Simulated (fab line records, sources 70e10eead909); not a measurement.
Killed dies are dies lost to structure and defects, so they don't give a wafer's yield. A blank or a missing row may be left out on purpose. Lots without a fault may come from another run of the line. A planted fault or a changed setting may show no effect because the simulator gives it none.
fab line records | flow nand_harc
record lots=15 wafers=45 last_day=31
route steps=1302 shown A_CONTACT@1040
lots that met no fault: from a run of the same line without faults
start_h: hours from the record's first day to the start of the lot's first wafer shown | wait_h: hours since the lot's step before | " the same as in the row above | L1.1+2: a row that stands for several wafers | - no value, or no start given | * or withheld: withheld | < > ~ a bound
route shown NAME@n: a module of which the file shows steps, and the number in the route of the first | usual: mean/standard deviation of fault-free wafers | same: alike in all rows | chamber/n: place in a boat | sites: the reading at each site | _std_site: their standard deviation | _edge_site: outer sites' mean less inner sites' | radius_mm: how far each site lies from the wafer's centre | mask NAME#n: copy n | behind: the tool/chamber that last shaped the wafer | hold: why the lot was held/for how many hours/how that ended | device: the transistor (n, p or np) that didn't switch | end of line: the same wafers' tests at the end of the route | a step without rows: its recipe alone | killed: dies lost to structure and defects at the first sort, not the wafer's yield | map: a wafer's dies, x killed, . not, _ none there
set.NAME: the setting as run; set.NAME@STEP: as run at that earlier step | model.NAME: the simulator's own value behind a step, which no gauge read
steps of the route over a sample of lots; a table a step, a row a wafer
services: from which hour (start_h, from the record's first day; less than 0 if before it) a tool's chamber was out of use, for how many hours, and why
## steps
# step NHARC_A_CONTACT_OVL_MEAS_70
# usual overlay_x_nm=0.1/0.89 overlay_y_nm=0.1/0.93
# columns lot.wafer tool chamber start_h wait_h overlay_x_nm overlay_y_nm
L422.2 overlay-01 - 510.54 - -0.3 0.5
L422.5 " - " " 0.7 0.9
L422.6 " - " " 0.3 0.6
L421.2 overlay-01 - 512.63 - 0.4 -0.7
L421.3 " - " " 0.1 0.0
L421.6 " - " " 0.4 0.1
L424.2 overlay-01 - 533.42 - -0.4 -1.5
L424.5 " - " " 0.0 -1.1
L424.6 " - " " 0.2 -0.9
L425.2 overlay-02 - 544.11 - 1.2 0.2
L425.5 " - " " 0.6 -0.2
L425.6 " - " " 1.1 -0.3
L427.1 overlay-02 - 548.51 - 0.7 -0.5
L427.2 " - " " 0.1 -0.2
L427.6 " - " " 0.8 -0.3
L426.1 overlay-02 - 576.68 - 0.5 1.3
L426.5 " - " " 0.8 1.8
L426.6 " - " " 0.9 0.9
L428.2 overlay-02 - 594.84 - -1.4 -0.1
L428.3 " - " " -1.4 0.2
L428.5 " - " " -1.3 -0.1
L429.1 overlay-02 - 595.25 - -0.8 -1.0
L429.4 " - " " -0.6 -0.9
L429.5 " - " " -0.6 -0.5
L430.1 overlay-02 - 602.18 - -1.4 0.1
L430.3 " - " " -0.1 -0.1
L430.6 " - " " -0.6 0.2
L433.1 overlay-02 - 613.31 - -1.6 0.9
L433.2 " - " " -2.2 1.5
L433.6 " - " " -2.1 1.5
L435.1 overlay-02 - 637.56 - -0.9 0.2
L435.2 " - " " -0.9 0.5
L435.3 " - " " -1.4 0.8
L434.2 overlay-02 - 641.18 - -0.9 0.0
L434.5 " - " " -0.5 0.3
L434.6 " - " " -0.6 0.7
L438.2 overlay-02 - 665.23 - 0.9 -0.8
L438.5 " - " " 1.0 -0.7
L438.6 " - " " 1.0 -0.1
L439.1 overlay-02 - 665.80 - 0.4 0.5
L439.5 " - " " 0.4 0.2
L439.6 " - " " 0.1 0.1
L440.1 overlay-01 - 684.13 - 0.4 1.6
L440.3 " - " " 0.4 1.3
L440.6 " - " " 0.5 1.4
# step NHARC_A_CONTACT_DESCUM_74
# recipe time_s=3 o2_flow_sccm=200 ar_flow_sccm=0 bias_power_w=0 chemistry=O2
# usual drypump_motor_current_A=5.79/0.28 oes_product_au=1.001/0.0093 rf_vpp_V=57.9/0.95 showerhead_plenum_p_Torr=1.93/0.1 throttle_valve_pct=11.312/0.0086
# columns lot.wafer tool chamber start_h wait_h drypump_motor_current_A oes_product_au rf_hours_counter_h rf_vpp_V showerhead_plenum_p_Torr throttle_valve_pct
L422.2 rie_diel-05 0 510.66 0.1 5.82 1.012 28 56.1 1.79 11.299
L422.5 " 1 " " 6.05 0.997 - 57.5 1.80 11.308
L422.6 " 2 " " 6.10 1.005 - 58.1 2.04 11.327
L421.3 rie_diel-04 2 512.74 0.1 5.61 0.981 23 58.2 2.03 11.318
L421.2 " 3 " " 5.92 0.983 26 57.2 1.88 11.313
L421.6 " 2 " " 5.61 1.002 - 57.7 2.03 11.318
L424.2 rie_diel-05 1 533.53 0.1 6.04 0.993 38 55.2 1.80 11.310
L424.6 " 3 " " 5.84 0.990 - 59.1 1.96 11.309
L424.5 " 0 " " 5.86 1.009 - 58.8 1.79 11.320
L425.2 rie_diel-04 0 544.24 0.1 5.83 1.001 0 59.1 2.01 11.311
L425.5 " 1 " " 5.48 1.005 - 57.8 2.02 11.311
L425.6 " 2 " " 5.65 1.004 - 58.8 2.03 11.308
L427.2 rie_diel-02 0 548.62 0.1 6.22 0.994 50 56.0 1.79 11.311
L427.1 " 2 " " 5.09 1.000 50 57.0 1.77 11.310
L427.6 " 0 " " 6.22 0.995 - 57.8 1.79 11.332
L426.1 rie_diel-02 3 576.80 0.1 5.91 1.006 54 58.9 2.04 11.314
L426.6 " 0 " " 6.21 1.005 - 57.7 1.79 11.297
L426.5 " 1 " " 5.95 1.005 - 57.7 1.84 11.305
L428.2 rie_diel-04 1 594.94 0.1 5.51 1.009 6 58.8 2.01 11.331
L428.3 " 3 " " 5.95 0.991 7 57.9 1.88 11.317
L428.5 " 0 " " 5.80 1.012 - 57.9 2.01 11.303
L429.1 rie_diel-04 3 595.36 0.1 5.91 0.987 7 56.8 1.88 11.308
L429.4 " 0 " " 5.83 1.009 7 58.8 2.01 11.320
L429.5 " 2 " " 5.61 1.011 - 57.8 2.03 11.302
L430.1 rie_diel-02 1 602.29 0.1 5.90 1.005 8 59.3 1.84 11.311
L430.3 " 3 " " 5.90 1.002 10 59.8 2.04 11.296
L430.6 " 0 " " 6.20 1.010 - 58.7 1.78 11.316
L433.2 rie_diel-04 2 613.41 0.1 5.62 1.007 12 57.5 2.03 11.310
L433.1 " 0 " " 5.76 0.994 12 58.8 2.01 11.311
L433.6 " 0 " " 5.76 1.006 - 57.8 2.01 11.301
L435.3 rie_diel-04 0 637.67 0.1 5.79 0.998 16 58.6 2.00 11.296
L435.1 " 1 " " 5.50 1.014 10 58.7 2.01 11.303
L435.2 " 2 " " 5.62 1.010 15 59.0 2.03 11.313
L434.2 rie_diel-04 1 641.30 0.1 5.51 1.008 11 56.3 2.01 11.305
L434.6 " 3 " " 5.93 0.976 - 57.7 1.87 11.302
L434.5 " 0 " " 5.80 0.989 - 58.8 2.00 11.317
L438.2 rie_diel-04 1 665.33 0.1 5.50 0.996 15 59.6 2.01 11.304
L438.6 " 1 " " 5.49 1.011 - 57.5 2.01 11.305
L438.5 " 2 " " 5.60 0.999 - 58.7 2.03 11.294
L439.1 rie_diel-02 2 665.90 0.1 5.10 1.007 32 59.0 2.07 11.321
L439.6 " 1 " " 5.93 1.013 - 58.4 1.83 11.319
L439.5 " 2 " " 5.09 1.007 - 60.0 2.07 11.304
L440.1 rie_diel-04 3 684.23 0.1 5.88 0.989 23 58.1 1.87 11.317
L440.3 " 2 " " 5.63 1.002 23 58.1 2.02 11.302
L440.6 " 0 " " 5.78 0.999 - 58.1 2.00 11.307
# step NHARC_A_CONTACT_ETCH_75
# recipe target_depth_a=390 over_etch_frac=0.3 time_s=65 ion_energy_ev=80 cf4_flow_sccm=150 ar_flow_sccm=0 rf_w=300 bias_w=100 chemistry=CF4
# usual cf4_flow_sccm=150.0/0.54 drypump_motor_current_A=5.79/0.28 oes_product_au=1.003/0.0095 rf_vpp_V=151.6/1.4 showerhead_plenum_p_Torr=1.79/0.089 throttle_valve_pct=13.283/0.0084
# columns lot.wafer tool chamber start_h wait_h cf4_flow_sccm drypump_motor_current_A oes_product_au rf_hours_counter_h rf_vpp_V showerhead_plenum_p_Torr throttle_valve_pct
L422.2 rie_diel-05 1 510.73 0.1 150.3 6.03 1.000 28 149.9 1.67 13.286
L422.6 " 3 " " 149.8 5.84 0.995 - 151.9 1.81 13.273
L422.5 " 0 " " 149.6 5.88 1.016 - 149.1 1.66 13.297
L421.2 rie_diel-04 3 512.83 0.1 149.1 5.93 0.989 26 151.3 1.74 13.292
L421.3 " 1 " " 150.6 5.51 0.994 28 153.7 1.86 13.287
L421.6 " 0 " " 149.8 5.80 0.992 - 152.5 1.85 13.290
L424.2 rie_diel-05 0 533.62 0.1 151.3 5.83 1.005 40 150.3 1.66 13.282
L424.5 " 1 " " 149.9 6.04 0.995 - 151.5 1.67 13.284
L424.6 " 2 " " 149.7 6.10 1.007 - 151.9 1.87 13.271
L425.2 rie_diel-04 2 544.30 0.1 150.0 5.60 0.997 0 152.6 1.87 13.287
L425.5 " 1 " " 149.7 5.52 1.009 - 152.9 1.86 13.277
L425.6 " 2 " " 150.2 5.62 0.999 - 152.1 1.87 13.289
L427.1 rie_diel-02 3 548.70 0.1 149.8 5.89 1.008 48 153.6 1.88 13.270
L427.2 " 0 " " 149.9 6.21 1.002 50 149.7 1.66 13.298
L427.6 " 3 " " 149.5 5.91 1.003 - 151.7 1.88 13.289
L426.1 rie_diel-02 3 576.92 0.1 150.3 5.94 1.005 54 151.9 1.88 13.279
L426.5 " 2 " " 150.4 5.12 1.002 - 149.4 1.64 13.295
L426.6 " 3 " " 150.1 5.92 1.011 - 151.7 1.88 13.272
L428.3 rie_diel-04 0 595.02 0.1 150.7 5.81 0.995 6 153.2 1.85 13.265
L428.2 " 1 " " 149.9 5.50 1.012 6 152.6 1.86 13.294
L428.5 " 1 " " 149.3 5.49 1.021 - 152.8 1.86 13.277
L429.1 rie_diel-04 1 595.44 0.1 149.6 5.48 1.011 6 151.7 1.86 13.292
L429.4 " 3 " " 150.9 5.90 0.989 7 151.9 1.74 13.275
L429.5 " 2 " " 150.2 5.64 1.000 - 153.3 1.87 13.270
L430.3 rie_diel-02 1 602.38 0.1 149.8 5.95 1.014 8 149.6 1.70 13.261
L430.1 " 3 " " 149.2 5.90 1.007 10 154.5 1.87 13.295
L430.6 " 0 " " 150.3 6.26 1.009 - 149.6 1.66 13.288
L433.2 rie_diel-04 2 613.52 0.1 150.8 5.59 0.998 12 153.3 1.87 13.279
L433.1 " 3 " " 150.3 5.94 0.994 12 152.1 1.74 13.298
L433.6 " 2 " " 150.6 5.60 1.008 - 152.9 1.87 13.274
L435.1 rie_diel-04 2 637.74 0.1 149.7 5.60 1.003 15 154.1 1.87 13.287
L435.3 " 3 " " 148.9 5.93 0.995 15 150.9 1.74 13.295
L435.2 " 0 " " 149.3 5.81 0.999 16 151.4 1.85 13.282
L434.2 rie_diel-04 2 641.38 0.1 149.3 5.64 0.982 15 151.8 1.86 13.283
L434.6 " 0 " " 150.6 5.80 0.814 - 151.4 1.85 13.287
L434.5 " 1 " " 149.6 5.51 0.992 - 154.2 1.85 13.289
L438.2 rie_diel-04 0 665.43 0.1 150.1 5.79 0.821 19 150.6 1.85 13.285
L438.5 " 1 " " 150.3 5.51 1.003 - 153.8 1.85 13.269
L438.6 " 2 " " 149.5 5.62 1.004 - 152.9 1.86 13.278
L439.1 rie_diel-02 3 665.99 0.1 149.7 5.91 1.005 32 152.6 1.87 13.285
L439.5 " 1 " " 149.8 5.93 1.014 - 150.4 1.70 13.284
L439.6 " 2 " " 150.3 5.07 1.019 - 154.5 1.90 13.282
L440.3 rie_diel-04 0 684.32 0.1 149.7 5.78 0.829 23 150.8 1.84 13.279
L440.1 " 1 " " 149.2 5.51 1.008 19 152.2 1.85 13.279
L440.6 " 3 " " 150.2 5.91 0.992 - 151.0 1.73 13.283
# step NHARC_A_CONTACT_ETCH_76
# recipe target_depth_a=2600 over_etch_frac=0.3 time_s=475.3 ion_energy_ev=200 n2_flow_sccm=150 h2_flow_sccm=150 ar_flow_sccm=0 rf_w=400 bias_w=150 chemistry=N2/H2
# usual drypump_motor_current_A=5.80/0.28 oes_product_au=1.003/0.0096 rf_vpp_V=431/3.2 showerhead_plenum_p_Torr=2.06/0.11 throttle_valve_pct=14.171/0.0093
# columns lot.wafer tool chamber start_h wait_h drypump_motor_current_A oes_product_au rf_hours_counter_h rf_vpp_V showerhead_plenum_p_Torr throttle_valve_pct
L422.2 rie_diel-05 0 - - 5.87 1.011 29 427 1.90 14.186
L422.6 " 2 " " 6.13 1.011 - 434 2.17 14.190
L422.5 " 3 " " 5.84 0.987 - 433 2.09 14.164
L421.3 rie_diel-04 2 - - 5.65 0.994 23 434 2.17 14.167
L421.2 " 0 " " 5.80 0.997 27 432 2.15 14.179
L421.6 " 2 " " 5.63 0.999 - 436 2.17 14.156
L424.2 rie_diel-05 2 - - 6.12 1.007 23 435 2.17 14.160
L424.5 " 0 " " 5.82 1.018 - 427 1.90 14.179
L424.6 " 1 " " 6.01 1.003 - 426 1.91 14.180
L425.2 rie_diel-04 1 - - 5.52 1.007 0 433 2.15 14.195
L425.6 " 3 " " 5.92 1.003 - 429 2.00 14.158
L425.5 " 0 " " 5.78 1.019 - 434 2.15 14.175
L427.1 rie_diel-02 0 - - 6.27 0.998 50 426 1.90 14.153
L427.2 " 1 " " 5.92 0.989 52 429 1.96 14.181
L427.6 " 1 " " 5.95 0.996 - 430 1.96 14.172
L426.1 rie_diel-02 0 - - 6.25 0.997 56 427 1.90 14.169
L426.5 " 1 " " 5.91 0.992 - 428 1.96 14.183
L426.6 " 2 " " 5.10 0.996 - 425 1.87 14.176
L428.3 rie_diel-04 0 - - 5.77 0.990 7 433 2.14 14.163
L428.2 " 2 " " 5.63 1.007 6 435 2.17 14.173
L428.5 " 1 " " 5.50 1.009 - 433 2.15 14.182
L429.1 rie_diel-04 1 - - 5.50 1.011 6 432 2.15 14.160
L429.4 " 3 " " 5.89 1.003 7 431 2.00 14.166
L429.5 " 0 " " 5.80 0.994 - 433 2.14 14.157
L430.1 rie_diel-02 1 - - 5.95 1.019 9 428 1.96 14.179
L430.3 " 2 " " 5.08 1.010 9 435 2.21 14.164
L430.6 " 0 " " 6.22 1.013 - 426 1.90 14.172
L433.2 rie_diel-04 3 - - 5.95 1.004 12 430 2.00 14.163
L433.1 " 0 " " 5.77 0.997 12 432 2.14 14.161
L433.6 " 3 " " 5.94 0.996 - 430 2.00 14.165
L435.1 rie_diel-04 0 - - 5.81 0.996 16 433 2.14 14.174
L435.2 " 1 " " 5.51 1.021 10 432 2.15 14.175
L435.3 " 2 " " 5.62 1.003 15 434 2.16 14.183
L434.2 rie_diel-04 3 - - 5.92 0.990 16 430 2.00 14.171
L434.5 " 3 " " 5.94 0.985 - 429 2.00 14.169
L434.6 " 0 " " 5.75 0.991 - 435 2.14 14.189
L438.2 rie_diel-04 2 - - 5.61 1.005 19 433 2.16 14.166
L438.5 " 3 " " 5.92 0.997 - 430 2.00 14.156
L438.6 " 0 " " 5.78 1.003 - 432 2.14 14.171
L439.1 rie_diel-02 0 - - 6.24 1.012 31 426 1.89 14.161
L439.6 " 3 " " 5.90 1.004 - 436 2.17 14.187
L439.5 " 0 " " 6.23 1.010 - 427 1.89 14.174
L440.3 rie_diel-04 2 - - 5.61 1.014 23 433 2.16 14.190
L440.1 " 3 " " 5.93 0.986 23 428 2.00 14.169
L440.6 " 2 " " 5.61 0.996 - 434 2.16 14.157
## services
# columns tool chamber start_h hours kind
rie_diel-04 0 486.99 - clean
rie_diel-04 1 486.99 - clean
rie_diel-04 2 486.99 - clean
rie_diel-04 3 486.99 - clean
rie_diel-04 0 511.49 - clean
rie_diel-04 1 511.49 - clean
rie_diel-04 2 511.49 - clean
rie_diel-04 3 511.49 - clean
rie_diel-04 - 532.41 9.0 pm
rie_diel-04 0 532.41 9.0 vent_cycle
rie_diel-04 1 532.41 9.0 vent_cycle
rie_diel-04 2 532.41 9.0 vent_cycle
rie_diel-04 3 532.41 9.0 vent_cycle
rie_diel-04 0 541.41 - clean
rie_diel-04 1 541.41 - clean
rie_diel-04 2 541.41 - clean
rie_diel-04 2 541.41 - consumable_replace:focus_ring
rie_diel-04 3 541.41 - clean
rie_diel-04 0 565.91 - clean
rie_diel-04 1 565.91 - clean
rie_diel-04 2 565.91 - clean
rie_diel-02 - 577.30 9.0 pm
rie_diel-05 - 583.76 9.0 pm
rie_diel-05 0 618.01 5.8 repair
## key
first_sign step=NHARC_A_CONTACT_ETCH_75 reading=oes_product_au direction=down sigmas=19 usual=1.003 struck=0.821
effect none on later readings
met_at NHARC_A_CONTACT_ETCH_75
struck_lots L434,L438,L440
struck_wafers L434.6,L438.2,L440.3
sort_left_out L434.6,L438.2,L440.3
tester_left_out L434,L438,L440
not_acting_at NHARC_A_CONTACT_OVL_MEAS_70,NHARC_A_CONTACT_DESCUM_74,NHARC_A_CONTACT_ETCH_76
onset_between 637.74 641.38
fault kind=process_parameter_drift tool=rie_diel-04 chamber=0 onset_h=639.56 steps=NHARC_A_CONTACT_ETCH_75 channel=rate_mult offset=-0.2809 shape=step end_h=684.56
# tester_left_out: of these lots the tester's yield and bins aren't shown, on N5 and GAA mostly nor the transistor test; their killed dies are dies lost to structure and defects alone, not to doping, threshold or leakage, so they don't give the yield
# sort_left_out: the simulated sort isn't trusted on such a fault, so these wafers' sort isn't shown, and their yield isn't known
